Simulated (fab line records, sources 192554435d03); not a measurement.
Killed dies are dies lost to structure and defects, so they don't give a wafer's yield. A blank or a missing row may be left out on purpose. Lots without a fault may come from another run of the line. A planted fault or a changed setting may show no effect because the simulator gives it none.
Split-lot experiment | flow n5_finfet | 7 lots, 21 wafers read, on a route of 1938 steps

THE SPLIT
At N5_BEOL_M8_COAT_05 (resist thk 90 nm), the setting spin_rpm was moved away from the recipe's 1500 rpm on 7 of the 21 wafers read, by -10.4% to +9.9%. The other wafers ran this setting at the recipe's value.

FROM THE SPLIT TO THE READING: what the file shows between them, 4 steps
- N5_BEOL_M8_EBR_07
- N5_BEOL_M8_SOFTBAKE_06: time 60 s
- N5_BEOL_M8_EXPOSE_08: exposes mask M8
- N5_BEOL_M8_PEB_09: peb time 60 s

THE READING
CAR-ArF_of_BEOL_M8_COAT_05.thk_nm (the simulator's own value, which no gauge read), in nm, at N5_BEOL_M8_DEVELOP_10 (develop time 30 s). The file gives no usual value for it. The 14 wafers here that ran the recipe average 88.1 nm, standard deviation 0.22 nm.

wafer  | tool, chamber at the split | spin_rpm as run, rpm | against the recipe | CAR-ArF_of_BEOL_M8_COAT_05.thk_nm, nm | against lot-mates on the recipe
L074.1 | litho_track-01, 0          | 1500                 | recipe             | 88                                    | -
L074.4 | litho_track-01, 0          | 1500                 | recipe             | 87.8                                  | -
L074.5 | litho_track-01, 0          | 1380                 | -8.0%              | 91.8                                  | +3.9
L077.2 | litho_track-02, 0          | 1500                 | recipe             | 88.2                                  | -
L077.3 | litho_track-02, 0          | 1500                 | recipe             | 88                                    | -
L077.4 | litho_track-02, 0          | 1500                 | recipe             | 88.4                                  | -
L084.1 | litho_track-05, 0          | 1500                 | recipe             | 87.8                                  | -
L084.2 | litho_track-05, 0          | 1500                 | recipe             | 87.8                                  | -
L084.5 | litho_track-05, 0          | 1344                 | -10.4%             | 93                                    | +5.2
L085.1 | litho_track-05, 0          | 1500                 | recipe             | 88.2                                  | -
L085.4 | litho_track-05, 0          | 1500                 | recipe             | 88.2                                  | -
L085.2 | litho_track-05, 0          | 1649                 | +9.9%              | 84                                    | -4.2
L086.1 | litho_track-01, 0          | 1500                 | recipe             | 88.2                                  | -
L086.3 | litho_track-01, 0          | 1634                 | +8.9%              | 84.2                                  | -4.1
L086.6 | litho_track-01, 0          | 1500                 | recipe             | 88.4                                  | -
L087.1 | litho_track-01, 0          | 1376                 | -8.3%              | 92.6                                  | +4.4
L087.5 | litho_track-01, 0          | 1376                 | -8.3%              | 92.6                                  | +4.4
L087.2 | litho_track-01, 0          | 1500                 | recipe             | 88.2                                  | -
L093.3 | litho_track-01, 0          | 1500                 | recipe             | 88.4                                  | -
L093.4 | litho_track-01, 0          | 1500                 | recipe             | 88.4                                  | -
L093.6 | litho_track-01, 0          | 1543                 | +2.9%              | 87.4                                  | -1.0

THE FIT
A straight line over all 21 wafers: CAR-ArF_of_BEOL_M8_COAT_05.thk_nm changes by -0.465 nm for each +1% of spin_rpm; r = -0.99; the points scatter about the line by 0.3 nm.
The same after taking each lot's own level away (the mean of its wafers on the recipe; 21 wafers): -0.48 nm for each +1%; r = -1.00; scatter 0.2 nm.
On that fit, the largest move of spin_rpm shifts the reading by 5 nm.
The lots' own levels span 87.80 to 88.40 nm, that is 2.7 times the standard deviation above.
So the lot-to-lot level changes the slope little: the two slopes agree.
Check: with one of the wafers moved furthest among these (-10.4%) left out of the fit, the line predicts +5.07 nm for it against its lot-mates. It came out at +5.2 nm against them.

OTHER SPLITS ON THESE WAFERS
These wafers also went through other splits before the reading. Each is held against what the fit with the lots' levels taken away leaves over:
other split on the same wafers | wafers away from the commonest value | r with CAR-ArF_of_BEOL_M8_COAT_05.thk_nm (lot level and that fit taken away)
N5_BEOL_M5_ETCH_41 source_w    | 11                                   | -0.25
N5_BEOL_M6_PECVD_70 time_s     | 6                                    | -0.22
N5_BEOL_M6_EXPOSE_08 dose_mj   | 3                                    | -0.09
N5_BEOL_M7_PECVD_70 temp_c     | 6                                    | -0.27
N5_BEOL_M8_PECVD_70 temp_c     | 9                                    | +0.01

THE WHOLE CHAIN: every reading that the file lists as answering this split, in the file's order
step                  | what it does      | reading                                                                            | change (the file's fit)               | r (the file's)
N5_BEOL_M8_COAT_05    | resist thk 90 nm  | CAR-ArF_of_BEOL_M8_COAT_05.thk_nm (the simulator's own value, which no gauge read) | -0.463 nm for each +1% of the setting | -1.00
N5_BEOL_M8_DEVELOP_10 | develop time 30 s | CAR-ArF_of_BEOL_M8_COAT_05.thk_nm (the simulator's own value, which no gauge read) | -0.475 nm for each +1% of the setting | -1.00

THE FILE'S OWN FIT
CAR-ArF_of_BEOL_M8_COAT_05.thk_nm changes by -0.475 nm for each +1% of spin_rpm, r = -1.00.
